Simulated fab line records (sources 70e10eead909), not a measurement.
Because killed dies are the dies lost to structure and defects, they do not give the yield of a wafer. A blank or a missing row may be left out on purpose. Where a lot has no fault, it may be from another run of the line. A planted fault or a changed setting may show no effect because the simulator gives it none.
Struck lot and sound lot, side by side    flow nand_harc    16 out of 1302 route steps
Sound: these wafers, L177.2, L177.3, L177.5. Struck: wafer L188.4 (left out: L188.5, L188.6 of the same lot, which were not struck); the cause appears at the end.
Order at every step that has rows: each side's tool, ch and its chambers, its first start. Under that, the readings that differ: sound wafers    struck wafers    difference of the means    sigmas: that difference in standard deviations of wafers without a fault.
alike: a reading whose means differ by less than 2 such deviations, as well as words and numbers matching on both sides. not compared: withheld readings; readings where some wafer has no value; bounds like >300 that might hide an equal value; numbers whose values overlap and for which the record gives no deviation.
Wherever a step has rows on one side only, a row that says differs or no value, or a row with sigmas, the two part there. Non-overlapping numbers with no deviation appear without sigmas and do not part them. A reading that every wafer of one side lacks parts them only if that side has two wafers or more.

NHARC_A_SGD_CUT_CD_MEAS_09: target cd 100 nm.
  sound on cd_sem-03 ch 0, day 21 12:58; struck on cd_sem-03 ch 0, day 25 11:02
reading     sound              struck  difference  sigmas
cd_nm (nm)  101.2 100.7 100.8  99.7    -1.2        -3
NHARC_A_SGD_CUT_OVL_MEAS_10:
  struck on overlay-02, day 25 11:07; sound on overlay-01, day 21 13:04
  alike: overlay_x_nm, overlay_y_nm
NHARC_A_SGD_CUT_INSPECT_11:
  struck on defect_inspect-01, day 25 11:09; sound on defect_inspect-02, day 21 13:05
  alike: raw_defect_count
NHARC_A_SGD_CUT_DESCUM_14: chemistry O2, time 3 s.
  sound on rie_diel-11 ch 0,2,3, day 21 13:10; struck on rie_diel-01 ch 1, day 25 11:14
  alike: chamber_pressure_mTorr, drypump_motor_current_A, oes_product_au, rf_vpp_V, showerhead_plenum_p_Torr, throttle_valve_pct
  not compared: rf_hours_counter_h
NHARC_A_SGD_CUT_ETCH_58: etches the open film in CF4, target depth 39 nm, time 65 s.
  sound on rie_diel-11 ch 0,1,2, day 21 13:14; struck on rie_diel-01 ch 1, day 25 11:19
reading                         sound              struck  difference  sigmas
chamber_pressure_mTorr (mTorr)  50.01 49.98 49.98  50.10   +0.11       +3
oes_product_au (a.u.)           0.990 0.997 1.003  1.015   +0.018      +2
  alike: drypump_motor_current_A, rf_vpp_V, showerhead_plenum_p_Torr, throttle_valve_pct
  not compared: rf_hours_counter_h
NHARC_A_SGD_CUT_ETCH_59: etches the open film in N2/H2, target depth 260 nm, time 406.25 s.
  sound: rie_diel-11 ch 2,3; struck: rie_diel-01 ch 1
  alike: chamber_pressure_mTorr, drypump_motor_current_A, oes_product_au, rf_vpp_V, showerhead_plenum_p_Torr, throttle_valve_pct
  not compared: rf_hours_counter_h
then, 1 step without rows for these wafers: NHARC_A_SGD_CUT_ETCH_15 (etches the open film in CH3F/O2, target depth 75 nm, time 64.3 s).
NHARC_A_SGD_CUT_ETCH_16: etches the open film in C4F8/O2/Ar, target depth 310.5 nm, time 155.2 s.
  sound: rie_diel-11 ch 2,3; struck: rie_diel-01 ch 1
reading                sound              struck  difference  sigmas
oes_product_au (a.u.)  0.948 0.941 0.939  0.989   +0.046      +3
  alike: chamber_pressure_mTorr, rf_vpp_V
  not compared: rf_hours_counter_h
then, 1 step without rows for these wafers: NHARC_A_SGD_CUT_STRIP_60 (strips in C4F8/O2/Ar).
NHARC_A_SGD_CUT_STRIP_17: strips in O2.
  sound: rie_diel-11 ch 0,1,3; struck: rie_diel-01 ch 3
  alike: chamber_pressure_mTorr, drypump_motor_current_A, oes_product_au, rf_vpp_V, showerhead_plenum_p_Torr, throttle_valve_pct
  not compared: rf_hours_counter_h
then, 2 steps without rows for these wafers: NHARC_A_SGD_CUT_PRECLEAN_18 (cleans in SC1); NHARC_A_SGD_CUT_SRD_19.
NHARC_A_SGD_CUT_DEP_20: deposits SiO2, target thk 150 nm.
  sound on fcvd-01 ch 0,1, day 21 14:18; struck on fcvd-02 ch 0,1, day 25 12:25
then, 1 step without rows for these wafers: NHARC_A_SGD_CUT_ANNEAL_27 (time 1800 s).
NHARC_A_SGD_CUT_CMP_21: polishes, target thk 148.19 nm.
  sound on cmp-03 ch 1,3, day 21 19:20; struck on cmp-04 ch 0, day 25 18:18
reading                 sound           struck  difference  sigmas
motor_current_A (A)     13.4 10.1 12.7  10.2    -1.9        -2
time_to_endpoint_s (s)  55.0 50.5 50.0  61.2    +9.4        +4
NHARC_A_SGD_CUT_THK_MEAS_22: measures by ellipsometry.
  struck on film_metro-02, day 25 18:32; sound on film_metro-02, day 21 19:35
  alike: thk_nm

WHERE THEY PART
Earliest at NHARC_A_SGD_CUT_CD_MEAS_09; latest, in this record, at NHARC_A_SGD_CUT_CMP_21. Later steps at which nothing parts them and some readings are alike: NHARC_A_SGD_CUT_THK_MEAS_22.

WHY: whatever the simulator had introduced
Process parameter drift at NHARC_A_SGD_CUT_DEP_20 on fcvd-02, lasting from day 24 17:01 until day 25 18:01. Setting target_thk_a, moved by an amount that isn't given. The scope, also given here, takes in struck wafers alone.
